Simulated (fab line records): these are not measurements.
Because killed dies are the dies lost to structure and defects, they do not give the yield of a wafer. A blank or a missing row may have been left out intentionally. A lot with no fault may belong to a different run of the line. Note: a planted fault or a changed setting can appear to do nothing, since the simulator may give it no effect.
Struck lot and sound lot, side by side | flow n5 finfet | 43 steps out of a route of 1938
Sound: these wafers, L604.2, L604.4, L604.6. Struck: wafer L622.1. (L622.3 of the same lot was not struck and is left out.) The cause comes at the end.
Per side, at each step with rows, come the tool, then ch with its chambers, and then its first start. Under that, the readings that differ: sound wafers | struck wafers | difference of the means | sigmas: that difference in standard deviations of wafers without a fault.
alike: a reading whose means differ by less than 2 such deviations, as well as words and numbers matching on both sides. not compared: withheld readings; readings where some wafer has no value; bounds like >300 that might hide an equal value; numbers whose values overlap and for which the record gives no deviation.
Wherever a step has rows on one side only, a row that says differs or no value, or a row with sigmas, the two part there. When numbers do not overlap yet have no deviation, they are printed without sigmas and do not part them. A reading missing from all wafers of one side parts the sides only when that side holds two or more wafers.

first, 3 steps without rows for these wafers: N5_BEOL_M0_ANNEAL_135 (time 60 s); N5_BEOL_M0_SPUTTER_141 (material Cu, target thk 4 nm, time 7.37 s); N5_BEOL_M0_ECD_118 (material Cu, target thk 300 nm).
N5_BEOL_M0_ANNEAL_119: time 90 s.
  sound on rtp anneal-01 ch 0, day 6 19:40; struck on rtp anneal-02 ch 0, day 11 13:59
  alike: wafer_temp_C_max
then, 1 step without rows for these wafers: N5_BEOL_M0_CMP_120 (polishes, stops on SiOC, t overpolish 6.9 s).
N5_BEOL_M0_PRE_CLEAN_131: time 15 s.
  sound on cvd co-02 ch 0,1, day 6 20:15; struck on cvd co-01 ch 1, day 11 14:38
  alike: heater power w
N5_BEOL_M0_CO_CAP_123: material Co, precursor CCTBA/H2, target thk 2 nm, time 102.1 s.
  sound on cvd co-02 ch 0,1, day 6 20:17; struck on cvd co-01 ch 1, day 11 14:40
  alike: heater power w
then, 2 steps without rows for these wafers: N5_BEOL_M0_PRE_CLEAN_124 (time 15 s); N5_BEOL_M0_DEP_125 (deposits SiCN from 3MS/NH3, target thk 8 nm, time 14 s).
N5_BEOL_M0_RS_MEAS_126: uses a four-point probe to measure.
  sound: film metro-02 at day 6 20:28; struck: film metro-01 at day 11 14:52
  reading        | sound             | struck | difference | sigmas
  M0_RS (ohm/sq) | 0.524 0.509 0.531 | 0.567  | +0.046     | +2
N5_BEOL_M0_INSPECT_127: inspects for defects (darkfield).
  sound: defect inspect-02 at day 6 20:30; struck: defect inspect-01 at day 11 14:53
  alike: raw defect count
N5_BEOL_M1_ILD_DEP_00: deposits SiOC from DEMS/O2, target thk 79 nm, time 15.3 s.
  sound on pecvd-03 ch 0,1,2, day 6 20:32; struck on pecvd-03 ch 1, day 11 14:55
  reading                                      | sound      | struck | difference | sigmas
  model.SiOC_of_BEOL_M1_ILD_DEP_00.thk nm (nm) | 79 80 79.8 | 89.4   | +9.8       |
  alike: heater power w, showerhead plenum p Torr, throttle valve pct
N5_BEOL_M1_THK_MEAS_01:
  sound: film metro-02 at day 6 20:36; struck: film metro-02 at day 11 14:59
  reading         | sound          | struck | difference | sigmas
  M1_ILD_THK (nm) | 79.0 80.0 79.7 | 89.4   | +9.8       | +10
then, 11 steps without rows for these wafers: N5_BEOL_M1_PECVD_72 (deposits SiO2 from TEOS/O2, target thk 16 nm, time 18 s); N5_BEOL_M1_HM_DEP_02 (deposits TiN, target thk 20 nm); N5_BEOL_M1_COAT_61 (time 60 s, resist thk 60 nm); N5_BEOL_M1_COAT_62 (time 60 s, resist thk 12 nm); N5_BEOL_M1_COAT_73 (time 60 s, resist thk 5 nm); N5_BEOL_M1_COAT_05 (resist thk 30 nm); N5_BEOL_M1_EBR_07; N5_BEOL_M1_SOFTBAKE_06 (time 60 s); N5_BEOL_M1_EXPOSE_08 (exposes mask M1); N5_BEOL_M1_PEB_09 (peb time 60 s); N5_BEOL_M1_DEVELOP_10 (develop time 30 s).
N5_BEOL_M1_CD_MEAS_11: target cd 17.05 nm.
  sound on cd sem-02 ch 0, day 6 21:21; struck on cd sem-03 ch 0, day 11 16:09
  reading    | sound             | struck | difference | sigmas
  cd nm (nm) | 16.87 16.82 16.39 | 17.38  | +0.69      | +3
N5_BEOL_M1_OVL_MEAS_12:
  sound on overlay-01 ch 0, day 6 21:23; struck on overlay-01 ch 0, day 11 16:11
  alike: M1_OVL
N5_BEOL_M1_INSPECT_13: inspects for defects (brightfield).
  sound: defect inspect-01 at day 6 21:26; struck: defect inspect-01 at day 11 16:14
  alike: raw defect count
N5_BEOL_M1_DESCUM_16: chemistry O2, time 7 s.
  sound on rie diel-02 ch 0,1, day 6 21:28; struck on rie diel-06 ch 3, day 11 16:17
  alike: drypump motor current A, oes product au, rf vpp V, showerhead plenum p Torr, throttle valve pct
  not compared: rf hours counter h
then, 6 steps without rows for these wafers: N5_BEOL_M1_ETCH_74 (etches underlayer in N2/H2, target depth 6.5 nm, time 5.2 s); N5_BEOL_M1_ETCH_63 (etches SiARC in CF4, target depth 15.6 nm, time 26 s); N5_BEOL_M1_ETCH_64 (etches SOC in N2/H2, target depth 75 nm, overetch 15 nm, time 112.5 s); N5_BEOL_M1_STRIP_65 (strips in N2/H2); N5_BEOL_M1_STRIP_75 (strips in N2/H2); N5_BEOL_M1_STRIP_66 (strips in CF4).
N5_BEOL_M1_HM_OPEN_17: chemistry Cl2/BCl3, target TiN, target depth 20 nm, overetch 6 nm.
  sound on rie metal-02 ch 0,1, day 6 21:43; struck on rie metal-02 ch 0, day 11 16:31
  alike: drypump motor current A, mfc ar sccm, oes product au, throttle valve pct
  not compared: rf hours counter h
then, 1 step without rows for these wafers: N5_BEOL_M1_STRIP_19 (strips in O2).
N5_BEOL_M1_CD_MEAS_18: pitch 36 nm, target cd 18 nm.
  sound: cd sem-01 at day 6 21:54; struck: cd sem-01 at day 11 16:42
  alike: cd nm
then, 4 steps without rows for these wafers: N5_BEOL_M1_COAT_67 (time 60 s, resist thk 60 nm); N5_BEOL_M1_COAT_68 (time 60 s, resist thk 12 nm); N5_BEOL_M1_COAT_76 (time 60 s, resist thk 5 nm); N5_BEOL_M1_COAT_22 (resist thk 30 nm).
N5_BEOL_M1_CMP_52: polishes, stops on SiOC, t overpolish 6.8 s, target thk 40 nm.
  sound on cmp-04 ch 1,2,3, day 7 12:34; struck on cmp-04 ch 1, day 12 07:56
  reading                                      | sound          | struck | difference | sigmas
  model.Cu_of_BEOL_M1_ECD_50.thk nm (nm)       | 39.4 41.6 39.4 | 49.6   | +9.5       |
  model.SiOC_of_BEOL_M1_ILD_DEP_00.thk nm (nm) | 78 79 78.8     | 88.4   | +9.8       |
  alike: edge zone pressure frac, motor current A
-- a jump in the record: the struck wafers' starts before and after are 3 days apart (it breaks off in module BEOL_M1 and resumes in module BEOL_M4, where the first step shown is number 1111 of the route) --
N5_BEOL_M4_RC_MEAS_101:
  sound on prober-01 ch 0, day 9 00:53; struck on prober-01 ch 0, day 14 21:52
  reading   | sound          | struck | difference | sigmas
  VT_P (mV) | -249 -245 -247 | -253   | -6         | -2
  alike: DIBL_N, DIBL_P, IOFF_N, IOFF_P, ION_N, ION_P, SS_N, SS_P, VT_N

WHERE THEY PART
At N5_BEOL_M0_RS_MEAS_126 first; at N5_BEOL_M4_RC_MEAS_101 last (within this record only).

WHY: what the simulator had put in
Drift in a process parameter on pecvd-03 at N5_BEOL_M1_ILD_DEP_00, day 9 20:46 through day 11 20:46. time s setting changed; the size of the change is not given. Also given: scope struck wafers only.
